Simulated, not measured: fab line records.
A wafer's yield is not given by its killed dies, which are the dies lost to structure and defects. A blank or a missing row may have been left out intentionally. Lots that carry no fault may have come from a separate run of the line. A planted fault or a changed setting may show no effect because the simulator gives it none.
Chamber matching + flow nand_harc + rie_diel-13 running NHARC_A_CONTACT_STRIP_26: 4 sister chambers
The step strips in O2. 4 wafers are shown with their chamber, then 9 later ones without.

EACH WAFER AND ITS CHAMBER
| wafer  | chamber | showerhead_plenum_p_Torr (Torr) |
|--------|---------|---------------------------------|
| L974.3 | 2       | 3.33                            |
| L976.2 | 3       | 3.48                            |
| L976.3 | 0       | 3.79                            |
| L976.5 | 1       | 3.34                            |

WAFERS WITHOUT THEIR CHAMBER
| wafer  | showerhead_plenum_p_Torr (Torr) |
|--------|---------------------------------|
| L977.1 | 3.79                            |
| L977.2 | 3.34                            |
| L977.3 | 3.48                            |
| L978.1 | 3.34                            |
| L978.2 | 3.48                            |
| L978.4 | 3.32                            |
| L979.2 | 3.48                            |
| L979.4 | 3.34                            |
| L979.6 | 3.48                            |

WHICH CHAMBER EACH WENT THROUGH
| wafer  | from the rows above | in truth |
|--------|---------------------|----------|
| L977.1 | 0                   | 0        |
| L977.2 | 1                   | 1        |
| L977.3 | 3                   | 3        |
| L978.1 | 1                   | 1        |
| L978.2 | 3                   | 3        |
| L978.4 | 2                   | 2        |
| L979.2 | 3                   | 3        |
| L979.4 | 1                   | 1        |
| L979.6 | 3                   | 3        |
Correctly placed: 9 of 9. Left unplaced by these rows: 0. Placed wrongly: 0.
How it was worked out, from the rows above alone: a wafer's distance from a chamber is the root of the sum, over the readings, of the square of ((its reading less the chamber's mean) divided by the reading's scatter). If the next closest chamber is less than 2 further off than the closest, the wafer can't be placed; otherwise it belongs to the closest. The mean given for a chamber averages the wafers shown for that chamber. The scatter: with one shown wafer a chamber, the root of the mean of the squares of how far each hidden wafer lies from its nearest shown one.
